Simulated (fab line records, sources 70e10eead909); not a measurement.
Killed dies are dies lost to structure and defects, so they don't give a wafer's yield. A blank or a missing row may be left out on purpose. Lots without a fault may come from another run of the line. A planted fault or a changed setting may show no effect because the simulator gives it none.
fab line records | flow nand_harc
record lots=24 wafers=72 last_day=24
route steps=1159 shown A_WL_FILL@816 A_CONTACT@840
lots that met no fault: from a run of the same line without faults
start_h: hours from the record's first day to the start of the lot's first wafer shown | wait_h: hours since the lot's step before | " the same as in the row above | L1.1+2: a row that stands for several wafers | - no value, or no start given | * or withheld: withheld | < > ~ a bound
route shown NAME@n: a module of which the file shows steps, and the number in the route of the first | usual: mean/standard deviation of fault-free wafers | same: alike in all rows | chamber/n: place in a boat | sites: the reading at each site | _std_site: their standard deviation | _edge_site: outer sites' mean less inner sites' | radius_mm: how far each site lies from the wafer's centre | mask NAME#n: copy n | behind: the tool/chamber that last shaped the wafer | hold: why the lot was held/for how many hours/how that ended | device: the transistor (n, p or np) that didn't switch | end of line: the same wafers' tests at the end of the route | a step without rows: its recipe alone | killed: dies lost to structure and defects at the first sort, not the wafer's yield | map: a wafer's dies, x killed, . not, _ none there
set.NAME: the setting as run; set.NAME@STEP: as run at that earlier step | model.NAME: the simulator's own value behind a step, which no gauge read
steps of the route over a sample of lots; a table a step, a row a wafer
services: from which hour (start_h, from the record's first day; less than 0 if before it) a tool's chamber was out of use, for how many hours, and why
## steps
# step NHARC_A_WL_FILL_STRIP_27
# recipe power_w=1500 temp_c=250 time_s=20 chemistry=N2/H2
# usual drypump_motor_current_A=5.8/0.45 heater_power_w=306/27
# columns lot.wafer tool chamber start_h wait_h drypump_motor_current_A heater_power_w rf_hours_counter_h
L075.2 plasma_asher-01 0 342.85 0.1 6.3 278 19
L075.1 " 1 " " 5.2 299 19
L075.5 " 1 " " 5.1 311 -
L077.2 plasma_asher-02 0 348.08 0.1 5.7 288 54
L077.1 " 1 " " 6.1 342 54
L077.6 " 1 " " 6.1 343 -
L076.1 plasma_asher-02 1 350.90 0.1 6.1 355 55
L076.4 " 1 " " 6.1 349 -
L076.6 " 1 " " 6.1 348 -
L078.2 plasma_asher-01 1 351.86 0.1 5.2 302 22
L078.1 " 0 " " 6.2 274 22
L078.3 " 0 " " 6.3 283 -
L074.1 plasma_asher-01 0 353.77 0.2 6.2 286 23
L074.4 " 1 " " 5.1 303 -
L074.6 " 1 " " 5.2 296 -
L079.2 plasma_asher-01 0 360.08 0.1 6.2 276 24
L079.4 " 1 " " 5.1 310 -
L079.6 " 0 " " 6.2 282 -
L080.3 plasma_asher-02 0 372.25 0.1 5.8 300 -
L080.4 " 1 " " 6.1 356 -
L080.5 " 0 " " 5.8 301 -
L081.1 plasma_asher-02 0 381.33 0.3 5.8 300 4
L081.2 " 1 " " 6.1 350 4
L081.6 " 1 " " 6.1 362 -
L083.1 plasma_asher-01 1 391.04 0.3 5.2 305 40
L083.3 " 0 " " 6.3 274 -
L083.5 " 1 " " 5.2 308 -
L082.1 plasma_asher-01 0 393.10 0.2 6.2 279 40
L082.5 " 1 " " 5.2 299 -
L082.6 " 0 " " 6.2 283 -
L084.3 plasma_asher-01 0 397.87 0.2 6.2 285 -
L084.6 " 1 " " 5.2 309 -
L084.5 " 0 " " 6.2 284 -
L087.2 plasma_asher-01 0 407.19 0.1 6.2 281 44
L087.1 " 1 " " 5.2 306 44
L087.4 " 1 " " 5.1 314 -
L086.2 plasma_asher-02 0 407.63 0.1 5.8 292 12
L086.1 " 1 " " 6.1 360 12
L086.4 " 1 " " 6.1 358 -
L085.1 plasma_asher-02 1 416.05 0.1 6.1 355 14
L085.3 " 1 " " 6.1 360 -
L085.5 " 0 " " 5.8 298 -
L088.1 plasma_asher-01 1 420.08 0.1 5.2 300 47
L088.3 " 1 " " 5.2 301 -
L088.4 " 0 " " 6.3 277 -
L091.1 plasma_asher-02 0 434.87 0.1 5.8 297 24
L091.2 " 1 " " 6.1 353 24
L091.3 " 1 " " 6.1 356 -
L089.3 plasma_asher-02 0 435.05 0.3 5.8 298 -
L089.4 " 1 " " 6.1 355 -
L089.5 " 1 " " 6.1 354 -
L090.1 plasma_asher-01 0 437.80 0.2 6.2 281 53
L090.4 " 0 " " 6.3 284 -
L090.3 " 1 " " 5.2 301 -
L092.1 plasma_asher-01 1 447.83 0.1 5.2 303 56
L092.4 " 0 " " 6.3 286 -
L092.5 " 0 " " 6.3 284 -
L096.1 plasma_asher-02 1 459.38 0.1 6.1 355 32
L096.3 " 0 " " 5.7 297 -
L096.4 " 1 " " 6.1 360 -
L094.4 plasma_asher-01 0 462.73 0.6 6.2 292 -
L094.3 " 1 " " 5.1 296 -
L094.6 " 1 " " 5.2 294 -
L095.2 plasma_asher-01 0 464.21 0.1 6.3 296 1
L095.1 " 1 " " 5.1 300 1
L095.3 " 0 " " 6.2 285 -
L093.2 plasma_asher-02 1 465.28 0.2 6.1 353 36
L093.4 " 0 " " 5.8 302 -
L093.6 " 0 " " 5.8 304 -
L097.1 plasma_asher-01 0 473.59 0.3 6.3 288 4
L097.4 " 1 " " 5.1 296 -
L097.5 " 0 " " 6.2 289 -
# step NHARC_A_CONTACT_DEP_24
# recipe target_thk_a=5000 temp_c=400 pressure_torr=6.5 rf_w=900 teos_flow_sccm=161.4 flow_sccm=2650 target_thk_nm=500 gas=O2 material=SiO2
# usual heater_power_w=589/84 throttle_valve_pct=15.9/0.66
# columns lot.wafer tool chamber start_h wait_h heater_power_w throttle_valve_pct
L075.1 pecvd-04 2 367.67 0.1 614 16.5
L075.2 " 0 " " 568 14.8
L075.5 " 1 " " 492 15.6
L076.1 pecvd-01 1 369.95 0.2 548 16.7
L076.4 " 2 " " 738 15.9
L076.6 " 0 " " 719 16.8
L077.2 pecvd-04 0 371.95 0.1 598 15.0
L077.1 " 1 " " 569 15.7
L077.6 " 0 " " 601 14.9
L074.1 pecvd-01 0 376.75 0.2 592 16.4
L074.4 " 1 " " 511 16.6
L074.6 " 0 " " 628 16.4
L078.1 pecvd-02 2 376.96 0.1 474 15.6
L078.2 " 0 " " 669 16.0
L078.3 " 1 " " 541 16.2
L079.2 pecvd-01 2 385.95 0.1 574 15.6
L079.6 " 1 " " 584 16.9
L079.4 " 0 " " 677 16.6
L080.3 pecvd-04 1 397.33 0.2 629 15.7
L080.5 " 0 " " 617 14.1
L080.4 " 1 " " 502 15.8
L081.2 pecvd-04 0 403.01 0.2 610 14.3
L081.1 " 1 " " 615 15.8
L081.6 " 2 " " 616 16.2
L082.1 pecvd-02 1 412.82 0.1 603 16.0
L082.6 " 1 " " 623 15.9
L082.5 " 2 " " 471 15.4
L083.1 pecvd-02 2 413.20 0.1 387 15.3
L083.3 " 1 " " 623 16.0
L083.5 " 1 " " 471 15.9
L084.3 pecvd-02 0 420.94 0.6 640 16.4
L084.6 " 0 " " 662 16.4
L084.5 " 1 " " 563 16.3
L086.1 pecvd-04 0 428.70 0.1 614 14.2
L086.2 " 2 " " 655 16.2
L086.4 " 0 " " 622 14.3
L087.2 pecvd-02 0 428.96 0.2 597 16.3
L087.1 " 2 " " 422 15.7
L087.4 " 1 " " 630 16.1
L085.1 pecvd-01 1 441.00 0.1 636 16.1
L085.3 " 2 " " 721 15.7
L085.5 " 2 " " 747 15.6
L088.1 pecvd-04 1 442.46 0.1 511 15.9
L088.3 " 2 " " 637 16.3
L088.4 " 0 " " 633 14.2
L091.3 pecvd-02 2 456.18 0.1 487 15.6
L091.1 " 0 " " 609 16.5
L091.2 " 1 " " 524 16.2
L089.3 pecvd-04 1 456.35 0.2 564 15.9
L089.4 " 2 " " 670 16.1
L089.5 " 1 " " 585 15.8
L090.1 pecvd-04 2 461.22 0.1 615 16.6
L090.3 " 0 " " 528 14.3
L090.4 " 0 " " 564 14.4
L092.1 pecvd-01 2 471.07 0.1 719 15.8
L092.5 " 0 " " 531 16.4
L092.4 " 1 " " 620 16.5
L096.3 pecvd-04 2 480.46 0.1 569 16.4
L096.1 " 0 " " 563 14.2
L096.4 " 0 " " 571 14.0
L094.3 pecvd-02 2 484.30 0.1 470 15.8
L094.4 " 2 " " 482 15.7
L094.6 " 0 " " 614 16.4
L095.2 pecvd-01 1 488.51 0.1 671 16.2
L095.3 " 2 " " 683 15.7
L095.1 " 0 " " 688 16.1
L093.2 pecvd-02 0 494.25 0.1 675 16.0
L093.4 " 2 " " 423 15.6
L093.6 " 1 " " 511 16.3
L097.1 pecvd-02 2 502.31 0.1 509 15.8
L097.5 " 2 " " 368 15.9
L097.4 " 1 " " 609 16.1
# step NHARC_A_CONTACT_ETCH_49
# recipe target_depth_a=2600 over_etch_frac=0.3 time_s=475.3 ion_energy_ev=200 n2_flow_sccm=150 h2_flow_sccm=150 ar_flow_sccm=0 rf_w=400 bias_w=150 chemistry=N2/H2
# usual chamber_pressure_mTorr=30.000/0.025 drypump_motor_current_A=5.72/0.29 oes_product_au=1.000/0.0073 rf_vpp_V=430.8/2.9 showerhead_plenum_p_Torr=2.05/0.098 throttle_valve_pct=14.170/0.01
# columns lot.wafer tool chamber start_h wait_h chamber_pressure_mTorr drypump_motor_current_A oes_product_au rf_hours_counter_h rf_vpp_V showerhead_plenum_p_Torr throttle_valve_pct
L075.2 rie_diel-01 0 - - 30.008 6.16 0.999 8 431.4 2.08 14.171
L075.1 " 2 " " 29.995 5.69 0.991 9 433.1 2.14 14.156
L075.5 " 1 " " 29.975 5.89 1.001 - 434.4 2.13 14.176
L076.4 rie_diel-02 2 - - 30.064 5.17 0.998 11 434.1 2.19 14.171
L076.1 " 3 " " 30.015 6.10 1.000 11 431.0 2.10 14.170
L076.6 " 1 " " 30.014 5.49 0.990 - 426.1 1.92 14.169
L077.2 rie_diel-01 1 - - 30.031 5.94 0.988 10 433.7 2.13 14.170
L077.1 " 2 " " 29.948 5.73 0.985 9 432.5 2.14 14.184
L077.6 " 0 " " 30.020 6.17 0.991 - 432.1 2.08 14.151
L074.1 rie_diel-02 3 - - 29.982 6.10 0.997 15 432.8 2.09 14.174
L074.4 " 0 " " 30.004 5.83 1.006 14 428.9 1.95 14.158
L074.6 " 2 " " 29.986 5.18 1.006 - 433.4 2.19 14.165
L078.2 rie_diel-01 1 - - 29.969 5.91 1.002 11 433.7 2.13 14.182
L078.1 " 2 " " 29.967 5.71 0.988 10 432.6 2.14 14.169
L078.3 " 3 " " 30.004 5.71 1.005 10 425.1 1.88 14.180
L079.4 rie_diel-01 3 - - 30.007 5.70 0.999 13 425.6 1.88 14.173
L079.2 " 0 " " 30.035 6.19 1.002 13 431.0 2.08 14.159
L079.6 " 1 " " 30.006 5.91 1.010 - 431.3 2.13 14.186
L080.3 rie_diel-01 1 - - 30.029 5.89 1.003 17 433.6 2.13 14.174
L080.4 " 2 " " 29.985 5.70 0.981 16 434.3 2.13 14.181
L080.5 " 3 " " 29.972 5.72 0.998 - 425.6 1.88 14.158
L081.2 rie_diel-02 0 - - 29.990 5.85 1.004 24 427.9 1.95 14.167
L081.1 " 2 " " 29.997 5.18 0.992 26 435.0 2.19 14.154
L081.6 " 1 " " 29.968 5.44 1.013 - 427.9 1.91 14.159
L082.1 rie_diel-01 2 - - 30.008 5.67 0.992 18 432.1 2.13 14.179
L082.6 " 1 " " 30.021 5.84 0.999 - 432.7 2.13 14.163
L082.5 " 2 " " 30.010 5.68 1.005 - 433.4 2.13 14.164
L083.3 rie_diel-02 1 - - 29.994 5.51 0.997 30 425.8 1.91 14.177
L083.1 " 2 " " 30.023 5.16 0.995 32 434.3 2.18 14.176
L083.5 " 0 " " 30.005 5.87 1.010 - 428.3 1.95 14.175
L084.3 rie_diel-01 1 - - 29.975 5.84 1.007 21 433.0 2.13 14.187
L084.6 " 0 " " 29.995 6.18 1.010 - 430.8 2.08 14.180
L084.5 " 1 " " 30.002 5.87 1.016 - 433.5 2.13 14.163
L086.2 rie_diel-07 3 - - 29.935 5.46 1.008 7 430.4 2.03 14.175
L086.1 " 0 " " 29.990 5.70 0.997 7 432.2 2.10 14.155
L086.4 " 1 " " 29.998 5.63 1.008 6 431.4 2.04 14.166
L087.2 rie_diel-07 2 - - 30.018 5.63 1.002 6 432.9 2.08 14.171
L087.1 " 3 " " 30.003 5.44 1.009 8 430.4 2.03 14.170
L087.4 " 1 " " 30.037 5.59 1.007 7 431.2 2.04 14.163
L085.1 rie_diel-02 2 - - 29.967 5.18 0.983 41 433.9 2.18 14.171
L085.3 " 3 " " 30.024 6.09 0.990 41 430.2 2.08 14.175
L085.5 " 2 " " 30.031 5.19 0.995 - 432.7 2.18 14.170
L088.1 rie_diel-02 1 - - 29.976 5.51 0.997 42 427.2 1.91 14.159
L088.3 " 2 " " 30.008 5.17 0.999 42 435.1 2.18 14.171
L088.4 " 0 " " 30.021 5.83 1.001 42 427.4 1.94 14.162
L091.1 rie_diel-01 0 - - 30.007 6.16 1.004 27 432.7 2.07 14.167
L091.3 " 1 " " 30.027 5.90 0.993 28 431.7 2.12 14.171
L091.2 " 2 " " 30.019 5.69 0.985 27 432.2 2.13 14.168
L089.4 rie_diel-02 0 - - 30.010 5.87 1.003 46 429.0 1.94 14.166
L089.3 " 1 " " 30.007 5.53 0.999 46 427.3 1.91 14.181
L089.5 " 2 " " 29.993 5.16 0.999 - 434.9 2.18 14.178
L090.4 rie_diel-02 1 - - 30.017 5.49 1.003 48 426.7 1.91 14.166
L090.3 " 2 " " 30.020 5.14 0.998 46 434.0 2.18 14.185
L090.1 " 0 " " 30.004 5.85 1.016 47 427.5 1.94 14.168
L092.4 rie_diel-01 0 - - 29.996 6.17 0.990 31 430.3 2.07 14.176
L092.1 " 2 " " 29.968 5.69 0.992 30 433.5 2.13 14.166
L092.5 " 3 " " 30.029 5.67 1.002 - 425.0 1.87 14.181
L096.4 rie_diel-02 2 - - 29.962 5.18 1.005 51 434.7 2.18 14.185
L096.1 " 3 " " 29.969 6.10 1.008 50 432.3 2.08 14.169
L096.3 " 1 " " 30.000 5.48 1.003 53 425.2 1.91 14.186
L094.4 rie_diel-07 1 - - 30.045 5.61 0.997 27 430.1 2.03 14.182
L094.3 " 3 " " 29.955 5.46 1.004 29 429.1 2.02 14.157
L094.6 " 0 " " 29.988 5.70 0.992 - 432.7 2.10 14.163
L095.3 rie_diel-07 2 - - 30.040 5.62 0.995 29 431.7 2.08 14.181
L095.2 " 3 " " 29.957 5.46 1.003 30 428.8 2.02 14.168
L095.1 " 0 " " 29.979 5.71 1.001 29 432.5 2.09 14.167
L093.2 rie_diel-07 3 - - 30.027 5.45 1.003 32 429.8 2.02 14.175
L093.4 " 2 " " 30.004 5.60 0.993 31 430.5 2.07 14.192
L093.6 " 3 " " 29.977 5.44 1.000 - 429.6 2.02 14.172
L097.1 rie_diel-01 3 - - 30.023 5.69 0.993 1 434.9 2.22 14.193
L097.4 " 0 " " 29.956 6.18 1.001 1 432.4 2.07 14.166
L097.5 " 3 " " 29.969 5.70 1.001 - 435.3 2.22 14.167
# step NHARC_A_CONTACT_ETCH_114
# recipe source_w=withheld pressure_mtorr=20 bias_v=3000 time_s=94 target_depth_a=9220 ar_flow_sccm=withheld c4f8_flow_sccm=withheld o2_flow_sccm=withheld chemistry=C4F8/O2/Ar
# usual chamber_pressure_mTorr=20.000/0.019
# columns lot.wafer tool chamber start_h wait_h chamber_pressure_mTorr rf_hours_counter_h
L075.2 har_cap_etch-03 0 372.88 0.1 20.006 79
L075.1 " 1 " " 19.984 79
L075.5 " 1 " " 19.997 -
L076.1 har_cap_etch-02 1 375.26 0.1 19.977 8
L076.4 " 0 " " 20.028 -
L076.6 " 1 " " 20.016 -
L077.2 har_cap_etch-03 1 377.93 0.1 20.012 80
L077.1 " 0 " " 19.982 80
L077.6 " 1 " " 20.005 -
L074.1 har_cap_etch-03 1 384.04 0.1 19.985 81
L074.4 " 1 " " 19.997 -
L074.6 " 0 " " 20.040 -
L078.2 har_cap_etch-02 0 385.47 0.1 19.980 11
L078.1 " 1 " " 19.995 11
L078.3 " 0 " " 20.019 -
L079.2 har_cap_etch-03 1 391.80 0.1 20.003 84
L079.4 " 0 " " 20.008 -
L079.6 " 0 " " 19.987 -
L080.3 har_cap_etch-03 1 402.90 0.1 20.012 -
L080.4 " 0 " " 20.029 -
L080.5 " 1 " " 19.975 -
L081.1 har_cap_etch-02 1 408.65 0.1 20.026 15
L081.2 " 0 " " 20.033 15
L081.6 " 0 " " 19.970 -
L082.1 har_cap_etch-03 1 423.01 0.1 20.002 90
L082.6 " 1 " " 20.025 -
L082.5 " 0 " " 20.033 -
L083.1 har_cap_etch-01 0 424.15 0.1 20.018 66
L083.3 " 1 " " 19.973 -
L083.5 " 0 " " 19.988 -
L084.3 har_cap_etch-02 1 426.69 0.1 20.009 -
L084.6 " 1 " " 20.022 -
L084.5 " 0 " " 20.008 -
L086.2 har_cap_etch-01 1 434.12 0.1 19.996 69
L086.1 " 0 " " 19.999 69
L086.4 " 0 " " 20.030 -
L087.1 har_cap_etch-03 0 434.93 0.1 20.007 93
L087.2 " 1 " " 19.987 93
L087.4 " 1 " " 19.954 -
L085.1 har_cap_etch-03 1 447.84 0.1 20.022 95
L085.3 " 1 " " 19.992 -
L085.5 " 1 " " 19.985 -
L088.1 har_cap_etch-01 1 450.81 0.1 19.977 72
L088.4 " 0 " " 19.996 -
L088.3 " 1 " " 20.019 -
L091.2 har_cap_etch-01 0 461.62 0.1 20.010 73
L091.1 " 1 " " 20.012 73
L091.3 " 0 " " 20.003 -
L089.4 har_cap_etch-02 0 461.99 0.1 20.002 -
L089.3 " 1 " " 19.975 -
L089.5 " 1 " " 19.990 -
L090.1 har_cap_etch-02 0 466.68 0.1 19.970 25
L090.3 " 1 " " 19.989 -
L090.4 " 0 " " 20.026 -
L092.1 har_cap_etch-02 0 478.39 0.1 19.974 27
L092.4 " 0 " " 19.986 -
L092.5 " 0 " " 19.998 -
L096.1 har_cap_etch-02 0 487.50 0.1 20.006 28
L096.4 " 1 " " 19.971 -
L096.3 " 0 " " 20.011 -
L094.4 har_cap_etch-01 1 494.91 0.1 19.977 -
L094.3 " 0 " " 19.974 -
L094.6 " 0 " " 19.994 -
L095.2 har_cap_etch-03 0 496.21 0.1 19.971 103
L095.1 " 1 " " 20.010 103
L095.3 " 1 " " 20.001 -
L093.2 har_cap_etch-01 0 499.70 0.1 19.998 80
L093.4 " 0 " " 20.006 -
L093.6 " 1 " " 19.990 -
L097.1 har_cap_etch-02 1 507.95 0.1 19.983 32
L097.4 " 0 " " 20.049 -
L097.5 " 1 " " 19.965 -
# step NHARC_A_CONTACT_ETCH_102
# recipe target_depth_a=700 overetch_a=70 time_s=38.5 ion_energy_ev=100 cf4_flow_sccm=80 o2_flow_sccm=20 ar_flow_sccm=0 rf_w=300 bias_w=100 chemistry=CF4/O2
# usual chamber_pressure_mTorr=30.001/0.028 drypump_motor_current_A=5.74/0.25 oes_product_au=1.000/0.0075 rf_vpp_V=198.0/1.3 showerhead_plenum_p_Torr=1.35/0.051 throttle_valve_pct=13.397/0.0096
# columns lot.wafer tool chamber start_h wait_h chamber_pressure_mTorr drypump_motor_current_A oes_product_au rf_hours_counter_h rf_vpp_V showerhead_plenum_p_Torr throttle_valve_pct
L075.2 rie_diel-07 2 374.83 0.1 29.956 5.62 0.997 52 199.1 1.37 13.386
L075.1 " 3 " " 29.983 5.44 0.992 55 197.0 1.33 13.408
L075.5 " 2 " " 29.992 5.63 0.996 - 198.5 1.37 13.387
L076.4 rie_diel-07 1 377.56 0.2 29.981 5.62 1.003 50 198.3 1.34 13.390
L076.1 " 3 " " 30.021 5.41 0.999 56 198.0 1.33 13.401
L076.6 " 0 " " 30.031 5.69 1.003 - 198.8 1.38 13.392
L077.2 rie_diel-01 1 379.98 0.1 29.954 5.88 1.003 10 198.1 1.39 13.390
L077.1 " 2 " " 29.989 5.73 0.996 10 198.6 1.39 13.386
L077.6 " 0 " " 29.932 6.17 1.012 - 198.6 1.36 13.402
L074.1 rie_diel-01 1 386.25 0.2 29.975 5.92 1.010 12 199.1 1.39 13.381
L074.4 " 0 " " 30.002 6.14 1.007 12 197.6 1.36 13.396
L074.6 " 1 " " 29.996 5.91 1.002 - 198.9 1.39 13.401
L078.3 rie_diel-07 2 387.99 0.1 30.003 5.62 1.003 57 198.4 1.36 13.387
L078.1 " 3 " " 29.998 5.46 0.997 60 196.7 1.33 13.383
L078.2 " 1 " " 30.018 5.59 1.003 55 197.2 1.34 13.410
L079.2 rie_diel-07 2 393.84 0.1 30.031 5.61 1.005 59 198.0 1.36 13.419
L079.4 " 0 " " 30.023 5.69 0.993 59 199.3 1.38 13.409
L079.6 " 2 " " 29.984 5.64 1.002 - 198.2 1.36 13.410
L080.3 rie_diel-01 0 404.82 0.1 30.062 6.16 1.000 17 198.0 1.36 13.384
L080.4 " 1 " " 29.974 5.85 1.010 18 197.8 1.39 13.393
L080.5 " 3 " " 30.015 5.66 1.010 - 195.7 1.23 13.392
L081.1 rie_diel-01 2 411.46 0.1 29.942 5.71 0.994 18 199.1 1.39 13.393
L081.2 " 3 " " 30.037 5.67 0.996 17 195.2 1.23 13.407
L081.6 " 1 " " 30.009 5.84 0.987 - 199.2 1.39 13.400
L082.1 rie_diel-01 1 425.17 0.1 29.989 5.92 1.006 21 200.8 1.39 13.396
L082.5 " 3 " " 29.998 5.66 1.000 - 196.1 1.23 13.396
L082.6 " 0 " " 29.964 6.16 1.002 - 198.7 1.36 13.399
L083.3 rie_diel-07 2 426.27 0.1 29.966 5.63 0.988 3 199.5 1.36 13.393
L083.1 " 3 " " 30.029 5.48 0.996 3 197.5 1.33 13.402
L083.5 " 1 " " 29.970 5.62 0.991 - 199.8 1.34 13.389
L084.3 rie_diel-01 3 428.87 0.1 29.982 5.65 0.995 20 196.3 1.23 13.395
L084.6 " 3 " " 29.994 5.68 1.004 - 195.5 1.23 13.394
L084.5 " 0 " " 30.001 6.16 1.017 - 197.9 1.36 13.411
L086.2 rie_diel-02 3 436.04 0.0 30.012 6.10 0.991 36 198.3 1.36 13.384
L086.1 " 0 " " 29.996 5.81 1.000 36 196.6 1.28 13.420
L086.4 " 1 " " 29.989 5.47 0.988 37 196.8 1.25 13.397
L087.2 rie_diel-02 3 436.86 0.1 30.027 6.08 0.999 36 198.0 1.36 13.389
L087.4 " 0 " " 30.020 5.86 1.014 36 196.9 1.28 13.399
L087.1 " 1 " " 30.068 5.43 1.008 37 195.3 1.25 13.401
L085.3 rie_diel-02 2 450.28 0.1 30.008 5.17 0.997 43 199.9 1.42 13.390
L085.1 " 3 " " 30.042 6.10 0.996 42 197.1 1.36 13.409
L085.5 " 3 " " 30.064 6.07 0.995 - 197.1 1.36 13.380
L088.1 rie_diel-01 1 452.73 0.1 29.986 5.87 1.009 27 197.0 1.39 13.399
L088.4 " 2 " " 29.963 5.72 0.991 26 197.2 1.39 13.397
L088.3 " 3 " " 30.006 5.69 1.003 25 194.9 1.23 13.402
L091.1 rie_diel-01 0 463.62 0.1 29.954 6.18 1.010 28 199.1 1.36 13.390
L091.3 " 2 " " 30.016 5.68 0.994 28 198.9 1.39 13.407
L091.2 " 3 " " 30.032 5.66 1.001 27 195.6 1.23 13.410
L089.3 rie_diel-07 3 463.89 0.1 30.028 5.45 0.997 19 197.1 1.32 13.405
L089.4 " 0 " " 30.050 5.67 1.008 18 198.3 1.37 13.388
L089.5 " 3 " " 29.963 5.42 1.003 - 198.7 1.32 13.407
L090.1 rie_diel-01 0 468.68 0.1 29.977 6.16 1.001 30 197.7 1.36 13.414
L090.4 " 1 " " 30.032 5.94 1.013 30 198.0 1.39 13.406
L090.3 " 2 " " 30.012 5.69 0.995 29 198.2 1.39 13.395
L092.1 rie_diel-07 0 480.33 0.1 30.002 5.68 0.997 25 199.3 1.37 13.393
L092.4 " 1 " " 29.995 5.64 0.996 23 198.5 1.33 13.411
L092.5 " 2 " " 29.978 5.59 0.995 - 198.3 1.36 13.380
L096.4 rie_diel-07 1 489.41 0.1 30.001 5.61 1.006 25 199.3 1.33 13.411
L096.3 " 2 " " 30.024 5.60 0.988 26 198.8 1.36 13.379
L096.1 " 0 " " 29.983 5.69 0.994 26 198.1 1.37 13.392
L094.4 rie_diel-02 3 496.81 0.1 29.988 6.11 1.010 55 198.4 1.36 13.417
L094.3 " 0 " " 29.980 5.85 0.999 57 198.6 1.27 13.412
L094.6 " 3 " " 30.003 6.09 1.005 - 197.6 1.36 13.397
L095.1 rie_diel-07 0 499.07 0.4 30.016 5.70 0.996 32 198.9 1.37 13.368
L095.2 " 1 " " 30.030 5.63 1.001 30 197.8 1.33 13.386
L095.3 " 2 " " 29.984 5.62 0.998 31 198.6 1.36 13.405
L093.2 rie_diel-01 3 501.66 0.1 29.993 5.68 1.006 0 199.2 1.45 13.392
L093.4 " 0 " " 29.982 6.15 0.993 0 198.2 1.36 13.387
L093.6 " 1 " " 30.033 5.91 0.992 - 199.2 1.39 13.384
L097.1 rie_diel-01 3 509.95 0.1 29.977 5.70 1.001 2 199.5 1.44 13.382
L097.4 " 0 " " 29.992 6.16 0.996 2 197.5 1.35 13.402
L097.5 " 2 " " 30.002 5.69 0.984 - 201.0 1.39 13.408
# step NHARC_A_CONTACT_ETCH_127
# recipe source_w=withheld pressure_mtorr=20 bias_v=1200 time_s=155 target_depth_a=9560 ar_flow_sccm=withheld c4f8_flow_sccm=withheld o2_flow_sccm=withheld chemistry=C4F8/O2/Ar
# usual chamber_pressure_mTorr=19.999/0.016
# columns lot.wafer tool chamber start_h wait_h chamber_pressure_mTorr rf_hours_counter_h
L075.2 har_cap_etch-02 1 381.22 0.1 20.012 10
L075.1 " 0 " " 19.976 10
L075.5 " 0 " " 19.990 -
L076.1 har_cap_etch-03 0 385.80 0.1 19.981 82
L076.4 " 1 " " 20.010 -
L076.6 " 1 " " 19.990 -
L077.2 har_cap_etch-01 1 387.56 0.1 20.005 60
L077.1 " 0 " " 20.011 60
L077.6 " 0 " " 19.996 -
L074.1 har_cap_etch-01 0 391.46 0.2 19.985 61
L074.4 " 0 " " 20.012 -
L074.6 " 1 " " 20.011 -
L078.1 har_cap_etch-02 0 394.50 0.2 19.995 13
L078.2 " 1 " " 19.991 13
L078.3 " 1 " " 19.984 -
L079.2 har_cap_etch-03 1 399.35 0.1 19.988 86
L079.4 " 1 " " 20.004 -
L079.6 " 1 " " 20.028 -
L080.3 har_cap_etch-03 1 410.15 0.1 20.011 -
L080.4 " 0 " " 19.984 -
L080.5 " 1 " " 20.009 -
L081.2 har_cap_etch-01 1 420.09 0.1 20.015 65
L081.1 " 0 " " 19.995 65
L081.6 " 1 " " 19.995 -
L082.1 har_cap_etch-01 0 430.19 0.1 19.999 67
L082.5 " 0 " " 19.983 -
L082.6 " 1 " " 19.993 -
L083.1 har_cap_etch-03 0 431.73 0.1 19.990 92
L083.3 " 0 " " 19.983 -
L083.5 " 1 " " 20.018 -
L084.3 har_cap_etch-02 0 433.77 0.1 19.996 -
L084.6 " 0 " " 20.004 -
L084.5 " 1 " " 20.010 -
L086.2 har_cap_etch-02 0 440.81 0.1 19.994 20
L086.1 " 1 " " 19.997 20
L086.4 " 1 " " 20.007 -
L087.1 har_cap_etch-01 0 441.66 0.1 19.995 71
L087.2 " 1 " " 19.989 71
L087.4 " 1 " " 19.993 -
L085.1 har_cap_etch-02 1 455.39 0.2 20.027 22
L085.3 " 0 " " 20.005 -
L085.5 " 1 " " 20.018 -
L088.1 har_cap_etch-03 1 459.45 0.1 20.013 97
L088.4 " 0 " " 19.990 -
L088.3 " 1 " " 20.007 -
L091.2 har_cap_etch-03 0 468.58 0.1 20.005 99
L091.1 " 1 " " 19.951 99
L091.3 " 1 " " 20.009 -
L089.4 har_cap_etch-01 1 469.01 0.1 20.014 -
L089.3 " 0 " " 19.996 -
L089.5 " 0 " " 19.997 -
L090.1 har_cap_etch-02 1 474.24 0.1 20.003 26
L090.4 " 1 " " 20.000 -
L090.3 " 0 " " 19.998 -
L092.1 har_cap_etch-01 1 485.16 0.1 20.005 77
L092.4 " 0 " " 19.988 -
L092.5 " 0 " " 19.988 -
L096.1 har_cap_etch-02 0 495.88 0.1 20.024 30
L096.4 " 1 " " 19.979 -
L096.3 " 0 " " 19.982 -
L094.4 har_cap_etch-02 1 501.75 0.1 19.991 -
L094.3 " 0 " " 20.010 -
L094.6 " 1 " " 19.963 -
L095.1 har_cap_etch-01 1 505.15 0.1 19.988 81
L095.2 " 0 " " 19.978 81
L095.3 " 1 " " 20.003 -
L093.2 har_cap_etch-03 0 506.81 0.2 19.959 105
L093.4 " 0 " " 20.014 -
L093.6 " 1 " " 20.003 -
L097.1 har_cap_etch-01 0 515.13 0.2 20.011 84
L097.4 " 0 " " 20.000 -
L097.5 " 1 " " 19.979 -
## services
# columns tool chamber start_h hours kind
pecvd-02 0 322.27 9.2 repair
rie_diel-01 0 323.81 - clean
rie_diel-01 1 323.81 - clean
rie_diel-01 2 323.81 - clean
rie_diel-01 3 323.81 - clean
rie_diel-02 - 327.83 9.0 pm
pecvd-02 - 334.00 13.0 pm
rie_diel-01 0 348.31 - clean
rie_diel-01 1 348.31 - clean
rie_diel-01 2 348.31 - clean
rie_diel-01 3 348.31 - clean
plasma_asher-02 - 360.13 9.0 pm
rie_diel-01 0 372.81 - clean
pecvd-04 - 376.22 13.0 pm
rie_diel-07 0 379.37 1.6 repair
pecvd-01 2 380.81 4.5 repair
rie_diel-07 - 405.36 9.0 pm
har_cap_etch-03 - 408.22 0.1 repair
rie_diel-02 1 414.90 1.6 repair
pecvd-01 - 418.00 13.0 pm
plasma_asher-01 - 424.20 7.4 repair
plasma_asher-01 - 453.69 9.0 pm
rie_diel-01 - 491.81 9.0 pm
rie_diel-02 - 505.80 9.0 pm
## key
fault none
